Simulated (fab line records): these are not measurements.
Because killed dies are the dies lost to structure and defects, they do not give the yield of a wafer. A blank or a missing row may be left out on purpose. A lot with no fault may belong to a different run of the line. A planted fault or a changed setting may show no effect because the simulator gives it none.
Comparing a struck lot with a sound one ; flow n5Finfet ; 15 out of 1938 route steps
Sound: these wafers, L781.3, L781.5, L781.6. Struck: wafer L795.5 (left out: L795.6, a lot-mate that was not struck); the cause follows at the end.
Each step with rows lists, per side, the tool, then ch with its chambers, then its first start. Under that, the readings that differ: sound wafers ; struck wafers ; difference of the means ; sigmas: that difference in standard deviations of wafers without a fault.
alike: same words and numbers on both sides, and readings whose means sit less than 2 such deviations apart. not compared: any withheld reading, any reading some wafer has no value for, any bound like >300 that may hide the same value, and any number with overlapping values for which the record gives no deviation.
The two part at a step that has a row with sigmas, a row that says differs or no value, or rows on one side only. When numbers do not overlap yet have no deviation, they are printed without sigmas and do not part them. A reading missing from all wafers of one side parts the sides only when that side holds two or more wafers.

N5_BEOL_M6_TRENCH_ETCH_37: etches SiCOH lowk in C4F6/O2, target depth 94.435 nm, time 31.5 s.
  sound: rieDiel-06 ch 0,2; struck: rieDiel-02 ch 0
reading;sound;struck;difference;sigmas
showerheadPlenumPTorr (Torr);2.86 2.81 2.86;2.96;+0.12;+2
  alike: O2_flow_sccm, drypumpMotorCurrentA, oesProductAu, rfVppV, throttleValvePct
  not compared: rfHoursCounterH
N5_BEOL_M6_ETCH_41: etches SiCN in CH3F/O2, target depth 29.7 nm, time 52 s.
  sound: rieDiel-06 ch 0,2; struck: rieDiel-02 ch 0
reading;sound;struck;difference;sigmas
showerheadPlenumPTorr (Torr);2.01 1.98 2.01;2.09;+0.09;+3
  alike: O2_flow_sccm, drypumpMotorCurrentA, oesProductAu, rfVppV, throttleValvePct
  not compared: rfHoursCounterH
N5_BEOL_M6_STRIP_80: strips in N2/H2, time 10 s.
  sound: rieDiel-06 ch 0,2; struck: rieDiel-02 ch 0
reading;sound;struck;difference;sigmas
rfVppV (V);57.7 57.8 57.4;59.5;+1.9;+2
showerheadPlenumPTorr (Torr);2.55 2.50 2.55;2.69;+0.16;+3
  alike: drypumpMotorCurrentA, oesProductAu, tempC, throttleValvePct
  not compared: rfHoursCounterH
N5_BEOL_M6_OCD_MEAS_38:
  sound on ocd-02, day 9 20:54; struck on ocd-01, day 13 15:41
  alike: trenchDepthNm
then, 4 steps without rows for these wafers: N5_BEOL_M6_HM_STRIP_39 (strips TiN in peroxide tin strip, target depth 25 nm, time 158 s); N5_BEOL_M6_SRD_40 (time 30 s); N5_BEOL_M6_PRECLEAN_42 (cleans in residue remover, time 60 s); N5_BEOL_M6_SRD_43 (time 30 s).
N5_BEOL_M6_CD_MEAS_35: target cd 40 nm, target cd y 28 nm.
  sound on cdSem-01, day 9 21:04; struck on cdSem-02, day 13 15:50
  alike: cdNm
then, 1 step without rows for these wafers: N5_BEOL_M6_CURE_75 (cures SiCOH lowk, time 120 s).
N5_BEOL_M6_DEGAS_44: time 60 s.
  sound on pvdSputter-02, day 9 21:28; struck on pvdSputter-03, day 13 16:36
  alike: heaterPowerW
N5_BEOL_M6_PRE_CLEAN_45: time 30 s.
  sound on pvdSputter-02, day 9 21:31; struck on pvdSputter-03, day 13 16:38
  alike: heaterPowerW
N5_BEOL_M6_ALD_77: deposits TaN, target thk 2 nm, pulse time 2 s, purge time 3 s.
  sound on aldMetal-04 ch 0,1, day 9 21:39; struck on aldMetal-01 ch 0, day 13 16:49
reading;sound;struck;difference;sigmas
coReactantPulseTimeS (s);3 3 3;3.7345;+0.7345;
  alike: heaterPowerW
following that, these wafers have no rows for 1 step: N5_BEOL_M6_SURFACE_TREAT_79.
-- here the record skips 3 days between the struck wafers' starts before and after, leaving off in module BEOL_M6 and picking up in module PASSIVATION (first step shown: number 1936 of the route) --
N5_PASSIVATION_PROBE_49:
  sound on prober-02, day 13 18:05; struck on prober-02, day 17 02:55
reading;sound;struck;difference;sigmas
killed_at_M0_to_M3;33 24 38;56;+24;+2
killedOnRim;8 13 10;20;+10;+2
  alike: defectLimitedYield, killed_at_M4_up, killedAtContacts, killedAtFrontEnd, killedAtOther, killedDies, killedOpen, killedShort, sort_bin_5_function, sort_bin_6_memory, sortNPass, sortYieldPct

## WHERE THEY PART
First at N5_BEOL_M6_TRENCH_ETCH_37; last, within this record, at N5_PASSIVATION_PROBE_49.

WHY: the cause the simulator had injected
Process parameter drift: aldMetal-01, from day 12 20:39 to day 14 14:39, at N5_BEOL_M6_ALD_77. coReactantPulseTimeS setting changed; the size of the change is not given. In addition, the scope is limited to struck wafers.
